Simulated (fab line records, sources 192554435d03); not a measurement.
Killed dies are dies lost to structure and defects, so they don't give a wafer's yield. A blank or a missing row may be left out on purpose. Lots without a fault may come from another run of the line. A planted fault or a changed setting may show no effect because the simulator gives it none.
fab line records | flow n5_finfet
record lots=5 wafers=15 last_day=16
route steps=1938 shown BEOL_M4@1060 PASSIVATION@1936
lots that met no fault: from a run of the same line without faults
start_h: hours from the record's first day to the start of the lot's first wafer shown | wait_h: hours since the lot's step before | " the same as in the row above | L1.1+2: a row that stands for several wafers | - no value, or no start given | * or withheld: withheld | < > ~ a bound
route shown NAME@n: a module of which the file shows steps, and the number in the route of the first | usual: mean/standard deviation of fault-free wafers | same: alike in all rows | chamber/n: place in a boat | sites: the reading at each site | _std_site: their standard deviation | _edge_site: outer sites' mean less inner sites' | radius_mm: how far each site lies from the wafer's centre | mask NAME#n: copy n | behind: the tool/chamber that last shaped the wafer | hold: why the lot was held/for how many hours/how that ended | device: the transistor (n, p or np) that didn't switch | end of line: the same wafers' tests at the end of the route | a step without rows: its recipe alone | killed: dies lost to structure and defects at the first sort, not the wafer's yield | map: a wafer's dies, x killed, . not, _ none there
set.NAME: the setting as run; set.NAME@STEP: as run at that earlier step | model.NAME: the simulator's own value behind a step, which no gauge read
lots at some steps of the route; a table a step, a row a wafer
services: from which hour (start_h, from the record's first day; less than 0 if before it) a tool's chamber was out of use, for how many hours, and why
## steps
# step N5_BEOL_M4_ETCH_77
# recipe chemistry=N2/H2 target=underlayer target_depth_a=65 mask_material=CAR-EUV time_s=5.2 ion_energy_ev=200 pressure_mtorr=30 source_w=840 bias_w=150 n2_flow_sccm=200 h2_flow_sccm=200 ends=cleared
# step N5_BEOL_M4_ETCH_69
# recipe chemistry=CF4 target=SiARC target_depth_a=156 mask_material=CAR-EUV time_s=26 ion_energy_ev=80 pressure_mtorr=40 source_w=545 bias_w=36 Ar_flow_sccm=100 cf4_flow_sccm=100 ends=cleared
# step N5_BEOL_M4_ALD_98
# recipe material=SiO2 target_thk_a=25 temp_c=100 ald_precursor_family=BDEAS ald_co_reactant=O2-plasma pulse_time_s=1 co_reactant_pulse_time_s=1 purge_time_s=2 co_reactant_purge_time_s=2 ald_cycles=17 pressure_torr=2
# step N5_BEOL_M4_ETCHBACK_99
# recipe chemistry=CHF3 target=SiO2 target_depth_a=50 time_s=10.4 source_w=215 bias_w=47 Ar_flow_sccm=200 CHF3_flow_sccm=12 ion_energy_ev=100 pressure_mtorr=30
# step N5_BEOL_M4_ETCH_70
# recipe chemistry=N2/H2 target=SOC target_depth_a=800 overetch_a=240 mask_material=SiARC temp_c=40 time_s=130 ion_energy_ev=200 pressure_mtorr=30 source_w=840 bias_w=150 n2_flow_sccm=200 h2_flow_sccm=200
# step N5_BEOL_M4_STRIP_71
# recipe chemistry=N2/H2 temp_c=40 n2_flow_sccm=200 h2_flow_sccm=200 rf_frequency_hz=6e+07
# step N5_BEOL_M4_STRIP_78
# recipe chemistry=N2/H2 temp_c=40 n2_flow_sccm=200 h2_flow_sccm=200 rf_frequency_hz=6e+07
# step N5_BEOL_M4_VIA_ETCH_34
# recipe chemistry=C4F6/O2 target_depth_a=694 mask_material=SOC pressure_mtorr=15 ion_energy_ev=250 taper_deg=4 time_s=65.9 source_w=350 bias_w=170 Ar_flow_sccm=300 C4F6_flow_sccm=10 O2_flow_sccm=10
# step N5_BEOL_M4_STRIP_83
# recipe chemistry=C4F6/O2 resist=SiARC rf_frequency_hz=6e+07
# step N5_BEOL_M4_STRIP_36
# recipe chemistry=N2/H2 power_w=450 temp_c=40 pressure_mtorr=20 rf_frequency_hz=6e+07 overash_fraction=0.3 bias_power_w=7 h2_frac=0.5 n2_flow_sccm=200 h2_flow_sccm=200
# step N5_BEOL_M4_TRENCH_ETCH_37
# recipe chemistry=C4F6/O2 target_depth_a=555.55 target=SiOC time_s=29.2 ion_energy_ev=250 pressure_mtorr=30 source_w=355 bias_w=185 Ar_flow_sccm=300 C4F6_flow_sccm=10 O2_flow_sccm=10
# step N5_BEOL_M4_ETCH_41
# recipe chemistry=CH3F/O2 target=SiCN target_depth_a=299 taper_deg=2 time_s=52.5 ion_energy_ev=120 mask_material=TiN pressure_mtorr=30 source_w=395 bias_w=75 Ar_flow_sccm=150 CH3F_flow_sccm=30 O2_flow_sccm=20
# step N5_BEOL_M4_STRIP_97
# recipe chemistry=N2/H2 time_s=10 power_w=450 temp_c=40 pressure_mtorr=20 rf_frequency_hz=6e+07 bias_power_w=7 n2_flow_sccm=200 h2_flow_sccm=200
# usual bias_power_w=7.001/0.02 chamber_pressure_mTorr=20.000/0.017 drypump_motor_current_A=5.7/0.52 h2_flow_sccm=200.0/0.58 oes_product_au=0.77/0.084 rf_vpp_V=59.0/0.9 showerhead_plenum_p_Torr=2.50/0.094 throttle_valve_pct=23.7/0.31
# columns lot.wafer tool chamber start_h wait_h bias_power_w chamber_pressure_mTorr drypump_motor_current_A h2_flow_sccm oes_product_au rf_hours_counter_h rf_vpp_V showerhead_plenum_p_Torr throttle_valve_pct
L856.1 rie_diel-06 3 240.15 - - - - - - - - - -
L856.5 " 0 " " - - - - - - - - -
L856.6 " 1 " " - - - - - - - - -
L858.1 rie_diel-05 2 240.23 - - - - - - - - - -
L858.2 " 1 " " - - - - - - - - -
L858.3 " 3 " " - - - - - - - - -
L857.2 rie_diel-04 2 247.29 - - - - - - - - - -
L857.5 " 3 " " - - - - - - - - -
L857.6 " 2 " " - - - - - - - - -
L863.1 rie_diel-06 0 282.58 - 7.072 20.023 6.4 199.6 0.93 21 58.9 2.50 23.9
L863.2 " 3 " " 7.012 20.001 5.1 199.9 0.86 48 59.4 2.47 23.6
L863.3 " 1 " " 6.998 19.952 5.6 200.6 0.70 219 58.5 2.29 23.7
L865.2 rie_diel-04 3 291.96 - 7.008 19.980 4.9 198.1 0.70 198 57.5 2.42 24.0
L865.3 " 2 " " 6.963 19.994 4.9 200.1 0.69 245 60.7 2.60 23.6
L865.5 " 0 " " 6.995 20.009 6.0 200.1 0.72 - 59.1 2.65 24.1
# step N5_BEOL_M4_HM_STRIP_39
# recipe chemistry=peroxide_tin_strip material=TiN target_depth_a=250 temp_c=50 time_s=158
# step N5_BEOL_M4_SRD_40
# recipe time_s=30 temp_c=23 rinse_liquid=diw dry=ipa_marangoni
# step N5_BEOL_M4_PRECLEAN_42
# recipe chemistry=residue_remover time_s=60 temp_c=40
# step N5_BEOL_M4_SRD_43
# recipe time_s=30 temp_c=23 rinse_liquid=diw dry=ipa_marangoni
# step N5_BEOL_M4_DEGAS_44
# recipe ambient=vacuum temp_c=250 time_s=60
# step N5_BEOL_M4_PRE_CLEAN_45
# recipe gas=H2/He time_s=30 temp_c=250
# step N5_BEOL_M4_ALD_84
# recipe material=TaN target_thk_a=* temp_c=275 ald_precursor_family=PDMAT ald_co_reactant=NH3 pressure_torr=3 carrier_flow_sccm=1500 pulse_time_s=2 purge_time_s=3 co_reactant_purge_time_s=2 co_reactant_pulse_time_s=3 ald_cycles=30 precursor_vessel_temp_c=75 precursor_vessel_pressure_torr=26.25 precursor_vessel_carrier_sccm=1000
# step N5_BEOL_M4_SURFACE_TREAT_85
# recipe gas=Ar time_s=* ion_energy_ev=* ion_current_ma_cm2=0.5 pressure_mtorr=* ar_flow_sccm=30
# step N5_BEOL_M4_CVD_47
# recipe material=Co target_thk_a=30 temp_c=withheld precursor=CCTBA/H2 pressure_torr=30 time_s=223.8
# step N5_BEOL_M4_SPUTTER_48
# recipe material=Cu target_thk_a=45 temp_c=-20 chamber_pressure_pa=0.07 power_w=withheld time_s=8.29
# step N5_BEOL_M4_ANNEAL_49
# recipe temp_c=400 time_s=240 ambient=vacuum
# step N5_BEOL_M4_SPUTTER_79
# recipe material=Cu target_thk_a=45 temp_c=-20 chamber_pressure_pa=0.07 power_w=withheld time_s=8.29
# step N5_BEOL_M4_ANNEAL_80
# recipe temp_c=400 time_s=240 ambient=vacuum
# step N5_BEOL_M4_SPUTTER_81
# recipe material=Cu target_thk_a=45 temp_c=-20 chamber_pressure_pa=0.07 power_w=withheld time_s=8.29
# step N5_BEOL_M4_ANNEAL_82
# recipe temp_c=400 time_s=240 ambient=vacuum
# step N5_BEOL_M4_SPUTTER_86
# recipe material=Cu target_thk_a=45 temp_c=-20 chamber_pressure_pa=0.07 power_w=withheld time_s=8.29
# step N5_BEOL_M4_ANNEAL_87
# recipe temp_c=400 time_s=240 ambient=vacuum
# step N5_BEOL_M4_SPUTTER_88
# recipe material=Cu target_thk_a=45 temp_c=-20 chamber_pressure_pa=0.07 power_w=withheld time_s=8.29
# step N5_BEOL_M4_ANNEAL_89
# recipe temp_c=400 time_s=240 ambient=vacuum
# step N5_BEOL_M4_SPUTTER_90
# recipe material=Cu target_thk_a=45 temp_c=-20 chamber_pressure_pa=0.07 power_w=withheld time_s=8.29
# step N5_BEOL_M4_ANNEAL_91
# recipe temp_c=400 time_s=240 ambient=vacuum
# step N5_BEOL_M4_SPUTTER_92
# recipe material=Cu target_thk_a=45 temp_c=-20 chamber_pressure_pa=0.07 power_w=withheld time_s=8.29
# step N5_BEOL_M4_ANNEAL_93
# recipe temp_c=400 time_s=240 ambient=vacuum
# step N5_BEOL_M4_SPUTTER_94
# recipe material=Cu target_thk_a=45 temp_c=-20 chamber_pressure_pa=0.07 power_w=withheld time_s=8.29
# step N5_BEOL_M4_ANNEAL_95
# recipe temp_c=400 time_s=240 ambient=vacuum
# step N5_BEOL_M4_SPUTTER_96
# recipe material=Cu target_thk_a=45 temp_c=-20 chamber_pressure_pa=0.07 power_w=withheld time_s=8.29
# step N5_BEOL_M4_ECD_50
# recipe material=Cu target_thk_a=3000
# step N5_BEOL_M4_RC_MEAS_101
# usual DIBL_N=35.9/1.9 DIBL_P=35.8/2.4 IOFF_N=0.15/0.031 IOFF_P=0.21/0.037 ION_N=672/13 ION_P=462/8.3 SS_N=71.5/0.72 SS_P=73.2/0.67 VT_N=250/3.4 VT_P=-250/3.4
# columns lot.wafer tool chamber start_h wait_h DIBL_N[mV/V] DIBL_P[mV/V] IOFF_N[nA/um] IOFF_P[nA/um] ION_N[uA/um] ION_P[uA/um] SS_N[mV/dec] SS_P[mV/dec] VT_N[mV] VT_P[mV]
L856.1 prober-02 0 244.44 0.0 39.9 39.8 0.24 0.30 703 480 72.9 74.2 241 -244
L856.5 " 0 " " 36.8 36.1 0.16 0.23 683 470 71.4 72.4 248 -246
L856.6 " 0 " " 36.5 35.6 0.15 0.21 665 461 71.7 73.2 247 -249
L858.1 prober-01 0 244.71 0.0 34.5 33.8 0.13 0.18 654 449 71.2 72.0 254 -251
L858.2 " 0 " " 32.3 32.7 0.11 0.17 660 460 70.3 72.0 251 -250
L858.3 " 0 " " 33.7 35.3 0.13 0.20 675 468 71.3 72.5 248 -248
L857.2 prober-01 0 253.21 0.2 36.7 37.0 0.17 0.26 680 473 72.0 73.4 249 -245
L857.5 " 0 " " 36.3 35.2 0.16 0.22 688 470 72.1 72.8 248 -249
L857.6 " 0 " " 34.6 34.0 0.13 0.21 669 465 70.4 73.2 251 -246
L863.1 prober-01 0 286.81 0.0 36.6 36.6 0.16 0.20 692 476 71.8 73.1 249 -251
L863.2 " 0 " " 39.5 39.0 0.20 0.24 691 469 72.5 74.2 249 -248
L863.3 " 0 " " 37.1 36.9 0.15 0.21 673 461 71.7 73.8 251 -250
L865.2 prober-01 0 295.96 0.2 35.3 34.8 0.16 0.20 683 466 70.5 72.8 247 -248
L865.3 " 0 " " 32.0 31.7 0.10 0.16 664 462 69.9 71.9 256 -253
L865.5 " 0 " " 33.2 32.1 0.12 0.17 672 469 69.5 72.0 253 -249
# step N5_PASSIVATION_PROBE_49
# usual defect_limited_yield=91.6/1.2 killed_at_M0_to_M3=33/9.4 killed_at_M4_up=13/5.2 killed_at_contacts=13/5.6 killed_at_front_end=37/9.5 killed_at_other=4/3.1 killed_dies=99/15 killed_open=65/11 killed_short=32/7.5 sort_bin_5_function=4.9/0.77 sort_bin_6_memory=3.1/0.65 sort_bin_8_speed=0.01/0.056 sort_n_pass=1081/15 sort_yield_pct=91.6/1.2
# same gross_dies=1180 killed_at_back_side=0 sort_bin_4_leakage[%]=0
# columns lot.wafer tool chamber start_h wait_h defect_limited_yield[%] killed_at_M0_to_M3 killed_at_M4_up killed_at_contacts killed_at_front_end killed_at_other killed_dies killed_open killed_short sort_bin_5_function[%] sort_bin_6_memory[%] sort_bin_8_speed[%] sort_n_pass sort_yield_pct[%]
L858.1 prober-01 - 349.86 0.0 85.8 28 90 6 39 4 167 128 38 9.0 4.8 0 1013 85.8
L858.2 prober-01 - 349.91 0.1 87.0 23 92 10 23 5 153 112 40 7.2 5.0 0.08 1027 87.0
L858.3 prober-01 - 349.96 0.1 84.5 23 113 8 37 2 183 127 50 9.3 5.4 0 997 84.5
L856.1 prober-02 - 350.93 0.0 82.5 46 97 30 27 6 206 140 61 10.2 6.4 0 974 82.5
L856.5 prober-02 - 351.13 0.2 85.3 17 97 21 38 0 173 131 39 8.4 5.8 0 1007 85.3
L856.6 prober-02 - 351.18 0.3 83.5 36 88 25 44 2 195 140 54 10.6 5.5 0 985 83.5
L857.2 prober-01 - 368.25 0.1 83.1 41 88 10 55 6 200 144 56 11.1 5.3 0 980 83.1
L857.5 prober-01 - 368.40 0.2 85.8 31 90 16 29 2 168 127 40 9.0 5.0 0 1012 85.8
L857.6 prober-01 - 368.45 0.3 81.8 50 103 19 42 1 215 171 44 11.0 6.6 0 965 81.8
L863.1 prober-01 - 393.91 0.0 90.3 44 10 16 39 5 114 85 27 5.4 4.2 0 1066 90.3
L863.2 prober-01 - 393.96 0.1 93.2 24 7 12 34 3 80 50 30 3.7 2.6 0 1100 93.2
L863.3 prober-01 - 394.01 0.1 90.7 37 9 12 38 14 110 68 40 5.1 3.8 0 1070 90.7
# killed by level:class
L858.1 BEOL_M4:geometric_particle:open=67 BEOL_M4:geometric_particle:short=14 BEOL_M2:geometric_particle:open=13 GATE_CUT:geometric_particle:short=7 BEOL_M1:geometric_particle:open=6 GATE_CUT:geometric_particle:open=5 MOL_CONTACT_COAG:geometric_particle:open=5 STI_FIN_REVEAL:geometric_particle:open=4
L858.2 BEOL_M4:geometric_particle:open=65 BEOL_M4:geometric_particle:short=19 MOL_CONTACT_COAG:geometric_particle:open=9 GATE_CUT:geometric_particle:open=6 GATE_CUT:geometric_particle:short=5 BEOL_M0_SAQP:geometric_particle:open=5 BEOL_M0_SAQP:geometric_particle:short=5 BEOL_M1:geometric_particle:open=5
L858.3 BEOL_M4:geometric_particle:open=81 BEOL_M4:geometric_particle:short=25 STI_FIN_REVEAL:geometric_particle:open=9 BEOL_M0_SAQP:geometric_particle:open=8 MOL_CONTACT_COAG:geometric_particle:open=6 BEOL_M0_SAQP:geometric_particle:short=6 DUMMY_GATE:geometric_particle:open=5 GATE_CUT:geometric_particle:short=5
L856.1 BEOL_M4:geometric_particle:open=67 MOL_CONTACT_COAG:geometric_particle:open=23 BEOL_M4:geometric_particle:short=22 BEOL_M0_SAQP:geometric_particle:open=14 BEOL_M0_SAQP:geometric_particle:short=13 MOL_CONTACT_COAG:geometric_particle:short=7 BEOL_M0:geometric_particle:open=6 FIN_SAQP:geometric_particle:short=5
L856.5 BEOL_M4:geometric_particle:open=68 BEOL_M4:geometric_particle:short=20 MOL_CONTACT_COAG:geometric_particle:open=16 FIN_SAQP:geometric_particle:open=11 DUMMY_GATE:geometric_particle:open=7 MOL_CONTACT_COAG:geometric_particle:short=5 BEOL_M0:geometric_particle:open=5 BEOL_M1:geometric_particle:open=5
L856.6 BEOL_M4:geometric_particle:open=66 MOL_CONTACT_COAG:geometric_particle:open=21 BEOL_M4:geometric_particle:short=18 FIN_SAQP:geometric_particle:short=12 STI_FIN_REVEAL:geometric_particle:open=10 BEOL_M0_SAQP:geometric_particle:open=8 FIN_SAQP:geometric_particle:open=6 BEOL_M1:geometric_particle:open=6
L857.2 BEOL_M4:geometric_particle:open=65 STI_FIN_REVEAL:geometric_particle:open=18 BEOL_M0_SAQP:geometric_particle:open=16 BEOL_M4:geometric_particle:short=16 FIN_SAQP:geometric_particle:short=9 BEOL_M0_SAQP:geometric_particle:short=9 MOL_CONTACT_COAG:geometric_particle:open=8 FIN_SAQP:geometric_particle:open=6
L857.5 BEOL_M4:geometric_particle:open=69 BEOL_M4:geometric_particle:short=16 STI_FIN_REVEAL:geometric_particle:open=15 MOL_CONTACT_COAG:geometric_particle:open=14 BEOL_M0_SAQP:geometric_particle:short=9 BEOL_M2:geometric_particle:open=8 BEOL_M0_SAQP:geometric_particle:open=7 FIN_SAQP:geometric_particle:short=4
L857.6 BEOL_M4:geometric_particle:open=71 BEOL_M0_SAQP:geometric_particle:open=17 STI_FIN_REVEAL:geometric_particle:open=16 BEOL_M4:geometric_particle:short=16 MOL_CONTACT_COAG:geometric_particle:open=15 FIN_SAQP:geometric_particle:open=11 BEOL_M2:geometric_particle:open=10 BEOL_M0_SAQP:geometric_particle:short=8
L863.1 BEOL_M1:geometric_particle:open=16 FIN_SAQP:geometric_particle:open=13 MOL_CONTACT_COAG:geometric_particle:open=13 BEOL_M0_SAQP:geometric_particle:open=11 BEOL_M0_SAQP:geometric_particle:short=8 FIN_SAQP:geometric_particle:short=6 BEOL_M0:geometric_particle:open=5 BEOL_M4:geometric_particle:open=5
L863.2 MOL_CONTACT_COAG:geometric_particle:open=10 DUMMY_GATE:geometric_particle:open=8 BEOL_M0_SAQP:geometric_particle:short=8 FIN_SAQP:geometric_particle:open=6 FIN_SAQP:geometric_particle:short=6 STI_FIN_REVEAL:geometric_particle:open=4 BEOL_M0_SAQP:geometric_particle:open=4 STARTING-WAFER:geometric_particle:short=4
L863.3 FIN_SAQP:geometric_particle:open=15 BEOL_M0_SAQP:geometric_particle:short=12 MOL_CONTACT_COAG:geometric_particle:open=9 BEOL_M0_SAQP:geometric_particle:open=9 BEOL_M2:geometric_particle:open=8 FIN_SAQP:geometric_particle:short=7 DUMMY_GATE:geometric_particle:open=5 MIM_BOT:geometric_particle:open=5
# map L856.1 (x killed, . not)
_________________..x.........________________
______________....x.x......x...._____________
___________....x.......xx.......x..__________
__________........x.x..x............_________
________......x.x............x..x...x._______
_______.x.........xx...x.....x..x.x.xxx______
______.......................x..x......._____
_____x..x.........x.........x....x.......____
____.x..........x.x.x......x..xx......xx..___
___..x..x.x.......xx...x......x......xx..x.__
___....x.x....x.....x.xx....x..............__
__...............x....x....xxxx..xx......x.._
__........x..x..x.x....x.x......x........x.._
_..x.....x........xx..xx.....x.....x...xx....
_........x........x...............x..........
_.........x...x.xx..x........xx..............
_..x....x....x..xxx....x..xx..........x.....x
_...xx...........................xxx......xx.
_.x.x.............x..x.........xx............
_......x.x......x.......x....xx......x.......
_....x.......x............x..x...x..x.....xx.
__x.......x....xx...............x....x..x.x._
__.......x....xx..x.......x................._
___x.x..x.x........x....x......x.x...x.....__
___.x......xx..x.....x.....x.x..xx.xx......__
____..x.xx.x.......x.........x......x.....___
_____..........x..x.xx..........xx.......____
______.........x.......x...x.........x.._____
_______.x......................x.......______
________xxx...x...................xx.._______
__________.xx.............x......xx._________
___________.xx..........x...x......__________
______________...x..........x..._____________
_________________.......x...x________________
# map L857.6 (x killed, . not)
_________________.....x......________________
______________...x.....x.x.x...._____________
___________.x..xx..x..x.x..........__________
__________.x.....x........x.xx......_________
________.................x....x......._______
_______...x.....x....x....x.....x......______
______.x...x.x.................x.....x.._____
_____.xxxx...................x.x.x..x...x____
____..xx...x...x.xxx..x....x......x....x..___
___.x.....x..x..........x..x.x...........x.__
___......xx..x......x............x.........__
__.x....x..x..x.x.....x.............xx......_
__x.x...x.............x..x.....xx......xx..._
_.......xxx..x.xx..x......x..................
_...........xx.........x..x...x.........x....
_..x..x.x.....xx...x.x....x...x.....x.....x..
_.x.................x.x....xx...x..x....x.x..
_.xxx..xx.......x.........x....x......x...x..
_......xx...xx.................x.x..x........
_....x.......x...x......x......x.......x.....
_x.x...xx............x......x...........x....
__....x......x..x.....x......x.............x_
__.......x....xxx.x....................xx..._
___x......x.x..xx..xx........x.x........x..__
___.x.......x.xx..............xx...........__
____..x........................xxxx......x___
_____.xx.x..x.x.xx....................x..____
______....xx....x.x.........x..x.x....xx_____
_______...x........x..x......x.....x..x______
________......x..x...................._______
__________......xx.........x........_________
___________...x................xx..__________
______________.....x.x..x..x...x_____________
_________________......xx...x________________
## services
# columns tool chamber start_h hours kind
rie_diel-05 - 219.24 0.6 repair
rie_diel-06 - 226.50 4.3 pm
rie_diel-06 2 244.62 10.0 repair
rie_diel-05 1 249.20 16.5 repair
rie_diel-04 3 277.18 5.2 repair
## key
first_sign step=N5_BEOL_M4_STRIP_97 reading=tool_record direction=missing
effect step=N5_PASSIVATION_PROBE_49 reading=killed_at_M4_up direction=up sigmas=16 usual=13 struck=95
more_kills_born_at N5_BEOL_M4_STRIP_97@rie_diel-06=248 N5_BEOL_M4_STRIP_97@rie_diel-04=242 N5_BEOL_M4_STRIP_97@rie_diel-05=236
met_at N5_BEOL_M4_STRIP_97
struck_wafers L856.1,L856.5,L856.6,L857.2,L857.5,L857.6,L858.1,L858.2,L858.3
fault kind=skipped_step_whole tool=rie_diel-04,rie_diel-05,rie_diel-06 chamber=- onset_h=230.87 steps=N5_BEOL_M4_STRIP_97 scope=struck_lots_only
